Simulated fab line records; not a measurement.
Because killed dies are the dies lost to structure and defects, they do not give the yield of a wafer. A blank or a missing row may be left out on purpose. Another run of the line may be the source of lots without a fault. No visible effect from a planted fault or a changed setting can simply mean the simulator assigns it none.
A struck lot beside a sound one	flow n5-finfet	37 out of 1938 route steps
Sound: the wafers L325.1, L325.5, L325.6. Struck: wafers L322.1, L322.2, L322.5. The cause is named last.
Order at every step that has rows: each side's tool, ch and its chambers, its first start. Under that, the readings that differ: sound wafers	struck wafers	difference of the means	sigmas: that difference in standard deviations of wafers without a fault.
alike: readings whose means differ by less than 2 such deviations, and words and numbers that are the same on both sides. not compared: withheld readings, readings that some wafer has no value for, bounds like >300 that may hide the same value, and numbers for which the record gives no deviation and whose values overlap.
A row with sigmas, a row that says differs or no value, or rows on one side alone: a step with any of these is where the two part. Numbers that have no deviation but don't overlap get no sigmas and don't part them. A reading that every wafer of one side lacks parts them only if that side has two wafers or more.

first, 9 steps without rows for these wafers: N5_BEOL_M4_ANNEAL_95 (time 240 s); N5_BEOL_M4_SPUTTER_96 (material Cu, target thk 4.5 nm, time 8.29 s); N5_BEOL_M4_ECD_50 (material Cu, target thk 300 nm); N5_BEOL_M4_ANNEAL_51 (time 90 s); N5_BEOL_M4_CMP_52 (polishes, stops on SiOC, t overpolish 6.8 s, target thk 40 nm); N5_BEOL_M4_PRE_CLEAN_60 (time 15 s); N5_BEOL_M4_CO_CAP_55 (material Co, precursor CCTBA/H2, target thk 2 nm, time 102.1 s); N5_BEOL_M4_PRE_CLEAN_56 (time 15 s); N5_BEOL_M4_DEP_57 (deposits SiCN from 3MS/NH3, target thk 8 nm, time 14 s).
N5_BEOL_M4_RC_MEAS_101:
  sound on prober-01 ch 0, day 14 05:52; struck on prober-01 ch 0, day 12 22:38
  alike: DIBL_N, DIBL_P, IOFF_N, IOFF_P, ION_N, ION_P, SS_N, SS_P, VT_N, VT_P
then, 24 steps without rows for these wafers: N5_BEOL_M5_ILD_DEP_00 (deposits SiCOH lowk from DEMS/porogen, target thk 140.64 nm, time 25.9 s); N5_BEOL_M5_CURE_79 (cures SiCOH lowk, time 240 s); N5_BEOL_M5_PECVD_70 (deposits SiO2 from TEOS/O2, target thk 16 nm, time 18 s); N5_BEOL_M5_HM_DEP_02 (deposits TiN, target thk 20 nm); N5_BEOL_M5_COAT_59 (time 60 s, resist thk 60 nm); N5_BEOL_M5_COAT_60 (time 60 s, resist thk 12 nm); N5_BEOL_M5_COAT_71 (time 60 s, resist thk 5 nm); N5_BEOL_M5_COAT_05 (resist thk 30 nm); N5_BEOL_M5_EBR_07; N5_BEOL_M5_SOFTBAKE_06 (time 60 s); N5_BEOL_M5_EXPOSE_08 (exposes mask M5, target cd 28 nm); N5_BEOL_M5_PEB_09 (peb time 60 s); N5_BEOL_M5_DEVELOP_10 (develop time 30 s); N5_BEOL_M5_DESCUM_16 (chemistry O2, time 7 s); N5_BEOL_M5_ETCH_72 (etches underlayer in N2/H2, target depth 6.5 nm, time 5.2 s); N5_BEOL_M5_ETCH_61 (etches SiARC in CF4, target depth 15.6 nm, time 26 s); N5_BEOL_M5_ETCH_62 (etches SOC in N2/H2, target depth 75 nm, overetch 15 nm, time 112.5 s); N5_BEOL_M5_STRIP_63 (strips in N2/H2); N5_BEOL_M5_STRIP_73 (strips in N2/H2); N5_BEOL_M5_STRIP_64 (strips in CF4); N5_BEOL_M5_HM_OPEN_17 (chemistry Cl2/BCl3, target TiN, target depth 20 nm, overetch 6 nm); N5_BEOL_M5_STRIP_19 (strips in O2); N5_BEOL_M5_COAT_65 (time 60 s, resist thk 60 nm); N5_BEOL_M5_COAT_66 (time 60 s, resist thk 12 nm).
N5_BEOL_M5_STRIP_36: strips in N2/H2.
  sound on rie-diel-04 ch 0,1,2, day 14 12:28; struck on rie-diel-02 ch 2,3, day 13 07:19
  no value came back on the struck wafers for any of 7 readings (bias-power-w (W), chamber-pressure-mTorr (mTorr) and others); on the sound wafers bias-power-w (W) reads 6.980 7.022 7.010
reading	sound	struck	difference	sigmas
model.SOC_of_BEOL_M5_COAT_65.thk-nm (nm)	0 0 0	56.2 56.2 56	+56.1	
  not compared: rf-hours-counter-h
N5_BEOL_M5_ETCH_41: etches SiCN in CH3F/O2, target depth 31.5 nm, time 56.7 s.
  sound on rie-diel-04 ch 0,1,2; struck on rie-diel-02 ch 2,3, day 13 07:23
reading	sound	struck	difference	sigmas
model.SOC_of_BEOL_M5_COAT_65.thk-nm (nm)	0 0 0	39 38.8 38.6	+39	
  alike: O2_flow_sccm, drypump-motor-current-A, oes-product-au, rf-vpp-V, showerhead-plenum-p-Torr, throttle-valve-pct
  not compared: rf-hours-counter-h
-- record jumps: 4 days separate the struck wafers' starts on either side; left off in module BEOL_M5, taken up again in module PASSIVATION, whose first shown step is the route's number 1936 --
N5_PASSIVATION_PROBE_49:
  sound on prober-02 at day 18 20:28; struck on prober-02 at day 17 14:58
reading	sound	struck	difference	sigmas
defect-limited-yield (%)	91.4 90.1 90.7	0 0 0	-91	-60
killed_at_M4_up	21 12 12	1105 1111 1112	+1094	+99 or more
killed-at-front-end	42 66 35	21 24 28	-23	-2
killed-dies	101 117 110	1180 1180 1180	+1071	+59
killed-on-rim	14 17 16	152 152 152	+136	+38
sort_bin_5_function (%)	5.4 6.4 5.8	96.4 97.7 97.6	+91.4	+99 or more
sort-n-pass	1079 1063 1070	0 0 0	-1071	-59
sort-yield-pct (%)	91.4 90.1 90.7	0 0 0	-91	-60
  alike: killed_at_M0_to_M3, killed-at-contacts, killed-at-other, killed-open, killed-short, sort_bin_6_memory, sort_bin_8_speed

WHERE THEY PART
At N5_BEOL_M5_STRIP_36 first; at N5_PASSIVATION_PROBE_49 last (within this record only).

WHY: the cause the simulator had injected
At N5_BEOL_M5_STRIP_36, the step was skipped entirely on rie-diel-02 from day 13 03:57 on. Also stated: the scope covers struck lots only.
